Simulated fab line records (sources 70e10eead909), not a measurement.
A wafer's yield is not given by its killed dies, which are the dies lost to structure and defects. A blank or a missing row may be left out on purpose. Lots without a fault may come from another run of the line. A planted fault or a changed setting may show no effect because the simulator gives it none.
What tool caused it? | flow nand-harc | 14 lots, 42 wafers sampled, at 5 steps of a route of 1159

WHAT EACH GAUGE READ, for each wafer
NHARC_A_SLIT_CD_MEAS_09: the cd target is 300 nm. Usual: cd-nm reads 300.1 nm (standard deviation 0.62).
lot  | measured     | on        | cd-nm (nm)        | flag
L976 | day 14 04:50 | cd-sem-03 | 300.6 300.9 300.5 |
L978 | day 14 14:35 | cd-sem-01 | 300.8 301.2 300.3 |
L980 | day 15 09:45 | cd-sem-01 | 299.6 299.0 300.2 |
L982 | day 15 18:25 | cd-sem-01 | 299.8 300.6 299.7 |
L981 | day 15 19:37 | cd-sem-01 | 300.2 300.2 299.9 |
L984 | day 16 06:55 | cd-sem-03 | 300.5 300.8 300.2 |
L985 | day 16 07:04 | cd-sem-01 | 300.5 301.3 300.7 |
L983 | day 16 08:44 | cd-sem-01 | 299.9 299.9 299.5 |
L986 | day 16 16:50 | cd-sem-02 | 298.8 299.7 298.6 |
L987 | day 17 10:53 | cd-sem-03 | 299.1 299.6 300.1 |
L988 | day 17 11:15 | cd-sem-03 | 299.9 300.2 299.7 |
L990 | day 18 11:23 | cd-sem-03 | 300.4 299.3 299.8 |
L991 | day 18 11:32 | cd-sem-02 | 300.6 300.8 299.5 |
L992 | day 18 13:12 | cd-sem-01 | 299.3 299.9 299.0 |

NHARC_A_SLIT_INSPECT_11. Usual: raw-defect-count reads 20 (standard deviation 9.6).
lot  | measured     | on                | raw-defect-count | flag
L976 | day 14 04:58 | defect-inspect-02 | 6 9 13           |
L978 | day 14 14:43 | defect-inspect-01 | 26 30 25         |
L980 | day 15 09:52 | defect-inspect-02 | 33 35 36         |
L982 | day 15 18:32 | defect-inspect-02 | 36 37 22         |
L981 | day 15 19:44 | defect-inspect-01 | 12 12 13         |
L984 | day 16 07:02 | defect-inspect-01 | 40 30 33         |
L985 | day 16 07:11 | defect-inspect-01 | 18 8 9           |
L983 | day 16 08:52 | defect-inspect-01 | 25 26 34         |
L986 | day 16 16:57 | defect-inspect-02 | 18 12 14         |
L987 | day 17 11:01 | defect-inspect-02 | 27 43 44         |
L988 | day 17 11:22 | defect-inspect-01 | 7 9 14           |
L990 | day 18 11:31 | defect-inspect-01 | 31 19 41         |
L991 | day 18 11:40 | defect-inspect-01 | 17 10 18         |
L992 | day 18 13:19 | defect-inspect-02 | 32 32 31         |

NHARC_END_SORT_01. Usual: killed-at-array 31, standard deviation 11; killed-at-other 0.5, standard deviation 0.78; killed-at-periphery 3.0, standard deviation 2; killed-dies 34, standard deviation 12; killed-open 3.2, standard deviation 2; killed-short 1.9, standard deviation 1.6.
lot  | measured     | on        | killed-at-array | killed-at-other | killed-at-periphery | killed-dies | killed-open | killed-short | flag
L987 | day 22 07:40 | prober-02 | 41 47 48        | 0 0 0           | 2 3 1               | 43 50 49    | 3 4 3       | 0 6 0        |

EACH LOT AND THE TOOL THAT RAN IT (in order: tool; ch and the chambers of the sampled wafers; start)
lot  | NHARC_A_SLIT_SOFTBAKE_04          | NHARC_A_SLIT_ETCH_26
L976 | litho-track-01 ch 0, day 14 04:00 | har-etch-02 ch 0,1, day 14 09:46
L978 | litho-track-06 ch 0, day 14 14:00 | har-etch-02 ch 0,1, day 14 17:02
L980 | litho-track-06 ch 0, day 15 09:00 | har-etch-02 ch 0,1, day 15 15:01
L982 | litho-track-01 ch 0, day 15 18:00 | har-etch-01 ch 0,1, day 15 20:52
L981 | litho-track-06 ch 0, day 15 19:00 | har-etch-02 ch 0,1, day 15 22:04
L984 | litho-track-06 ch 0, day 16 06:00 | har-etch-02 ch 0,1, day 16 09:24
L985 | litho-track-01 ch 0, day 16 06:00 | har-etch-01 ch 0,1, day 16 09:53
L983 | litho-track-01 ch 0, day 16 08:00 | har-etch-02 ch 0,1, day 16 11:13
L986 | litho-track-06 ch 0, day 16 16:00 | har-etch-01 ch 0,1, day 16 19:18
L987 | litho-track-04 ch 0, day 17 10:00 | har-etch-02 ch 0,1, day 17 13:23
L988 | litho-track-01 ch 0, day 17 10:00 | har-etch-01 ch 0,1, day 17 13:45
L990 | litho-track-01 ch 0, day 18 10:00 | har-etch-01 ch 0,1, day 18 13:52
L991 | litho-track-04 ch 0, day 18 11:00 | har-etch-02 ch 0,1, day 18 14:03
L992 | litho-track-01 ch 0, day 18 12:00 | har-etch-01 ch 0, day 18 15:38
- NHARC_A_SLIT_SOFTBAKE_04: time 55 s.
- NHARC_A_SLIT_ETCH_26: etches the open film in C4F8/O2/Ar, time 90 s, target depth 400 nm.

WHAT THE TOOLS THEMSELVES READ (means of the sampled wafers that have a number; where no wafer has one, the mark that the record gives instead)
NHARC_A_SLIT_SOFTBAKE_04. Usual: heater-power-total-W reads 188.44 W (standard deviation 0.13).
lot  | tool           | heater-power-total-W (W) | flag
L976 | litho-track-01 | 188.42                   |
L978 | litho-track-06 | 188.32                   |
L980 | litho-track-06 | 188.34                   |
L982 | litho-track-01 | 188.57                   |
L981 | litho-track-06 | 188.39                   |
L984 | litho-track-06 | 188.41                   |
L985 | litho-track-01 | 188.42                   |
L983 | litho-track-01 | 188.45                   |
L986 | litho-track-06 | 188.49                   |
L987 | litho-track-04 | 188.37                   |
L988 | litho-track-01 | 188.52                   |
L990 | litho-track-01 | 163.97                   | OFF
L991 | litho-track-04 | 188.47                   |
L992 | litho-track-01 | 164.09                   | OFF

NHARC_A_SLIT_ETCH_26. Usual: drypump-motor-current-A 5.96 A, standard deviation 0.24; he-backside-leak-sccm 6.1 sccm, standard deviation 1; o2-flow-sccm 83.33 sccm, standard deviation 0.27; showerhead-plenum-p-Torr 3.74 Torr, standard deviation 0.099; throttle-valve-pct 27.618 %, standard deviation 0.0094.
lot  | tool        | drypump-motor-current-A (A) | he-backside-leak-sccm (sccm) | o2-flow-sccm (sccm) | showerhead-plenum-p-Torr (Torr) | throttle-valve-pct (%) | flag
L976 | har-etch-02 | 5.85                        | 6.8                          | 83.19               | 3.78                            | 27.618                 |
L978 | har-etch-02 | 5.85                        | 6.8                          | 83.09               | 3.78                            | 27.617                 |
L980 | har-etch-02 | 5.84                        | 7.0                          | 83.16               | 3.77                            | 27.617                 |
L982 | har-etch-01 | 6.11                        | 4.9                          | 83.28               | 3.68                            | 27.620                 |
L981 | har-etch-02 | 5.99                        | 6.5                          | 83.45               | 3.82                            | 27.606                 |
L984 | har-etch-02 | 6.06                        | 6.3                          | 83.53               | 3.81                            | 27.619                 |
L985 | har-etch-01 | 5.92                        | 5.1                          | 83.55               | 3.64                            | 27.624                 |
L983 | har-etch-02 | 6.02                        | 6.8                          | 83.29               | 3.81                            | 27.611                 |
L986 | har-etch-01 | 6.09                        | 4.7                          | 83.29               | 3.68                            | 27.614                 |
L987 | har-etch-02 | 6.00                        | 8.3                          | 83.45               | 3.81                            | 27.612                 |
L988 | har-etch-01 | 5.95                        | 4.8                          | 83.40               | 3.63                            | 27.612                 |
L990 | har-etch-01 | 6.07                        | 4.7                          | 83.33               | 3.67                            | 27.622                 |
L991 | har-etch-02 | 5.99                        | 6.5                          | 83.65               | 3.80                            | 27.617                 |
L992 | har-etch-01 | 6.28                        | 4.9                          | 83.21               | 3.71                            | 27.622                 |

THE ANSWER, worked out from the rows above alone
Rule: take the mean of a lot's wafers that have a number; if it is more than 3 standard deviations from the usual mean, the lot is off. A lot without any number at a reading at which 4 lots or more have one is off too. All remaining lots with rows at the step are treated as sound. First the gauges in route order, then the tools' own readings, where a lot's mean is used as printed above. At the first step where some lot is off, the reading lying furthest off is the one used; lots without a number count as furthest.
Off: L990, L992, at NHARC_A_SLIT_SOFTBAKE_04 (heater-power-total-W).
A tool fits if, at that step or a process step before it, it ran every lot that is off, and no sound lot after the first of them. One fits: litho-track-01 at NHARC_A_SLIT_SOFTBAKE_04. Its last sound lot is L988 (day 17 10:00), its first lot that is off L990 (day 18 10:00): a fault that began between those two fits.
On the lots that are off, the tool's own readings at NHARC_A_SLIT_SOFTBAKE_04 differ by more than 5 times the standard deviation of the sound lots' means, which bears it out; heater-power-total-W reads 164.03 W there versus 188.43 W on the sound lots.

WHAT THE SIMULATOR HAD PUT IN
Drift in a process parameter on litho-track-01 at NHARC_A_SLIT_SOFTBAKE_04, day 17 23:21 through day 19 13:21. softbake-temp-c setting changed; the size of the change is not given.
Struck lots among those shown: L990, L992. Same finding as the rule above.
